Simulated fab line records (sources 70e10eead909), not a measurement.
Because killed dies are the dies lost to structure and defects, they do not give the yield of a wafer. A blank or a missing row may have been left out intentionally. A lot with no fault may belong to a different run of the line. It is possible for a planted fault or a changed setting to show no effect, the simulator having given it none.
The tool behind it: which one?	flow nand harc	13 lots, 39 wafers sampled, at 6 steps of a route of 1159

WHAT THE GAUGES READ, wafer by wafer
NHARC_A_M0_INSPECT_27. Usual: raw defect count at 427, with a standard deviation of 110.
lot	measured	on	raw defect count	flag
L731	day 17 22:41	defect inspect-02	544 412 446	
L734	day 17 23:58	defect inspect-01	491 374 407	
L730	day 18 02:02	defect inspect-02	365 301 319	
L735	day 18 18:20	defect inspect-01	575 536 468	
L733	day 18 21:36	defect inspect-01	498 363 343	
L736	day 19 09:04	defect inspect-02	375 460 624	
L743	day 20 15:56	defect inspect-01	283 400 336	
L746	day 21 20:31	defect inspect-01	370 353 411	
L748	day 21 20:57	defect inspect-01	425 439 491	
L751	day 22 08:59	defect inspect-01	373 442 292	
L749	day 22 09:41	defect inspect-01	265 291 294	
L750	day 22 16:40	defect inspect-02	701 335 446	
L753	day 23 02:55	defect inspect-02	584 676 363	

NHARC_A_M1_OVL_MEAS_10: pitch 240 nm. Usual: overlay x nm 0.2 nm, standard deviation 0.82; overlay y nm -0.3 nm, standard deviation 0.74.
lot	measured	on	overlay x nm (nm)	overlay y nm (nm)	flag
L731	day 18 00:09	overlay-01	-1.0 -0.8 -0.9	-0.9 -0.5 -0.9	
L734	day 18 01:28	overlay-01	0.1 0.7 0.1	0.0 -0.6 0.2	
L730	day 18 03:32	overlay-01	0.3 0.6 0.5	-1.0 -0.6 -1.4	
L735	day 18 19:49	overlay-02	1.0 0.6 1.4	0.3 0.6 0.1	
L733	day 18 23:23	overlay-01	-0.2 -0.4 0.5	-0.2 -0.2 -0.2	
L736	day 19 10:42	overlay-02	1.2 1.3 1.4	-0.7 -0.6 -0.3	
L743	day 20 17:25	overlay-02	0.1 0.2 -0.1	-1.3 -0.4 -1.0	
L746	day 21 21:59	overlay-02	0.4 0.3 0.8	-1.2 -0.7 -0.8	
L748	day 21 22:19	overlay-02	0.7 0.4 0.7	0.2 0.3 -0.2	
L751	day 22 10:28	overlay-02	-0.7 0.1 0.3	-0.8 -0.4 0.1	
L749	day 22 11:17	overlay-01	0.0 0.7 0.7	0.9 1.7 1.3	
L750	day 22 18:08	overlay-02	1.5 1.8 1.4	-0.9 -0.7 -1.1	
L753	day 23 04:25	overlay-02	-0.2 -0.1 -0.2	1.6 0.9 1.3	

NHARC_A_M1_INSPECT_11. Usual: raw defect count at 33, with a standard deviation of 15.
lot	measured	on	raw defect count	flag
L731	day 18 00:11	defect inspect-01	22 25 16	
L734	day 18 01:30	defect inspect-01	4 9 8	
L730	day 18 03:34	defect inspect-01	31 38 27	
L735	day 18 19:51	defect inspect-01	939 1002 41	OFF
L733	day 18 23:25	defect inspect-01	24 21 27	
L736	day 19 10:44	defect inspect-01	937 36 40	OFF
L743	day 20 17:27	defect inspect-02	42 47 44	
L746	day 21 22:02	defect inspect-02	55 56 63	
L748	day 21 22:21	defect inspect-01	52 37 31	
L751	day 22 10:31	defect inspect-02	24 22 21	
L749	day 22 11:20	defect inspect-02	52 48 52	
L750	day 22 18:11	defect inspect-02	46 63 55	
L753	day 23 04:28	defect inspect-02	38 37 37	

NHARC_END_SORT_01. Usual: defect limited yield 95.1 %, standard deviation 1.6; killed at array 29, standard deviation 11; killed at other 0.7, standard deviation 1.1; killed at periphery 2.9, standard deviation 2.2; killed dies 33, standard deviation 11; killed open 3.1, standard deviation 1.8; killed short 1.9, standard deviation 1.4; sort_bin_2_pct 1.6 %, standard deviation 0.64; sort_bin_3_pct 0.26 %, standard deviation 0.18; sort_bin_4_pct 3.1 %, standard deviation 1.1; sort n pass 644, standard deviation 11; sort rim yield pct 95.7 %, standard deviation 2.8; sort yield pct 95.1 %, standard deviation 1.6.
lot	measured	on	defect limited yield (%)	killed at array	killed at other	killed at periphery	killed dies	killed open	killed short	sort_bin_2_pct (%)	sort_bin_3_pct (%)	sort_bin_4_pct (%)	sort n pass	sort rim yield pct (%)	sort yield pct (%)	flag
L735	day 20 09:37	prober-01	88.5 88.6 93.1	77 73 43	0 0 0	1 4 4	78 77 47	4 4 5	0 1 2	3.2 3.8 2.5	2.95 2.81 0.15	5.3 4.7 4.3	599 600 630	79.2 80.2 95.3	88.5 88.6 93.1	OFF
L736	day 20 23:05	prober-01	88.5 95.3 94.5	75 30 33	1 0 0	2 2 4	78 32 37	4 1 4	3 0 2	3.7 1.6 2.4	2.81 0.30 0.15	5.0 2.8 3.0	599 645 640	81.1 92.5 96.2	88.5 95.3 94.5	OFF
L743	day 22 01:51	prober-02	95.1 93.8 93.8	29 39 38	1 1 0	3 2 4	33 42 42	2 1 2	0 4 0	1.9 2.4 1.5	0.15 0.15 0.44	2.8 3.7 4.3	644 635 635	97.2 92.5 97.2	95.1 93.8 93.8	
L748	day 23 16:17	prober-01	94.4	35	1	2	38	3	2	1.6	0.30	3.7	639	92.5	94.4	
L749	day 24 04:02	prober-01	93.1 92.5 92.9	47 48 47	0 0 1	0 3 0	47 51 48	4 3 1	1 5 5	2.8 3.0 2.5	0.30 0.15 0.30	3.8 4.4 4.3	630 626 629	96.2 85.8 98.1	93.1 92.5 92.9	

EACH LOT AND THE TOOL THAT RAN IT (in order: tool; ch and the chambers of the sampled wafers; start)
lot	NHARC_A_M0_DEP_32	NHARC_A_M1_DEP_00
L731	pecvd-04 ch 0,2, day 17 22:50	pecvd-04 ch 0,1, day 17 23:14
L734	pecvd-03 ch 0,1,2, day 18 00:07	pecvd-04 ch 0,1,2, day 18 00:45
L730	pecvd-03 ch 0,1,2, day 18 02:11	pecvd-03 ch 0,2, day 18 02:38
L735	pecvd-02 ch 0,1,2, day 18 18:28	pecvd-04 ch 0,1, day 18 18:53
L733	pecvd-04 ch 0,1,2, day 18 22:16	pecvd-02 ch 0,1,2, day 18 22:41
L736	pecvd-03 ch 2, day 19 09:19	pecvd-04 ch 0,1, day 19 09:47
L743	pecvd-03 ch 0,2, day 20 16:07	pecvd-02 ch 0,1,2, day 20 16:29
L746	pecvd-04 ch 0,1,2, day 21 20:42	pecvd-03 ch 0,1, day 21 21:04
L748	pecvd-02 ch 0,1,2, day 21 21:09	pecvd-03 ch 0,1,2, day 21 21:36
L751	pecvd-04 ch 0,1,2, day 22 09:13	pecvd-03 ch 0,2, day 22 09:36
L749	pecvd-03 ch 0,2, day 22 09:54	pecvd-04 ch 0,1,2, day 22 10:23
L750	pecvd-03 ch 0,1, day 22 16:48	pecvd-04 ch 0,1, day 22 17:17
L753	pecvd-02 ch 1,2, day 23 03:04	pecvd-04 ch 1,2, day 23 03:29
- NHARC_A_M0_DEP_32: deposits SiCN, target thk 30 nm.
- NHARC_A_M1_DEP_00: deposits SiOC, target thk 182.5 nm.

WHAT THE TOOLS THEMSELVES READ (means of the sampled wafers that have a number; where no wafer has one, the mark that the record gives instead)
NHARC_A_M0_DEP_32. Usual: heater power w at 618 W, with a standard deviation of 82.
lot	tool	heater power w (W)	flag
L731	pecvd-04	677	
L734	pecvd-03	615	
L730	pecvd-03	624	
L735	pecvd-02	634	
L733	pecvd-04	572	
L736	pecvd-03	788	
L743	pecvd-03	573	
L746	pecvd-04	592	
L748	pecvd-02	656	
L751	pecvd-04	643	
L749	pecvd-03	662	
L750	pecvd-03	520	
L753	pecvd-02	577	

THE ANSWER, worked out from the rows above alone
Rule: lot off if the mean of its wafers having a number is beyond 3 standard deviations from the usual mean. A lot without any number at a reading at which 4 lots or more have one is off too. The other lots that the step has rows for count as sound. After the gauges, taken in route order, come the tools' own readings; for these a lot's mean is taken, as printed above. The first step at which some lot is off is used, and at that step the reading that is off furthest; a lot without a number counts as furthest.
Off: L735, L736 (NHARC_A_M1_INSPECT_11, raw defect count).
If a tool, at a process step before that reading, ran all the lots that are off and no sound lot after the first of them, it fits. Not tried: the gauges at NHARC_A_M1_INSPECT_11; whatever is off there is also off at NHARC_END_SORT_01, on other tools, and gauge error can't account for it. None of those tried fits.

WHAT HAD BEEN PUT IN BY THE SIMULATOR
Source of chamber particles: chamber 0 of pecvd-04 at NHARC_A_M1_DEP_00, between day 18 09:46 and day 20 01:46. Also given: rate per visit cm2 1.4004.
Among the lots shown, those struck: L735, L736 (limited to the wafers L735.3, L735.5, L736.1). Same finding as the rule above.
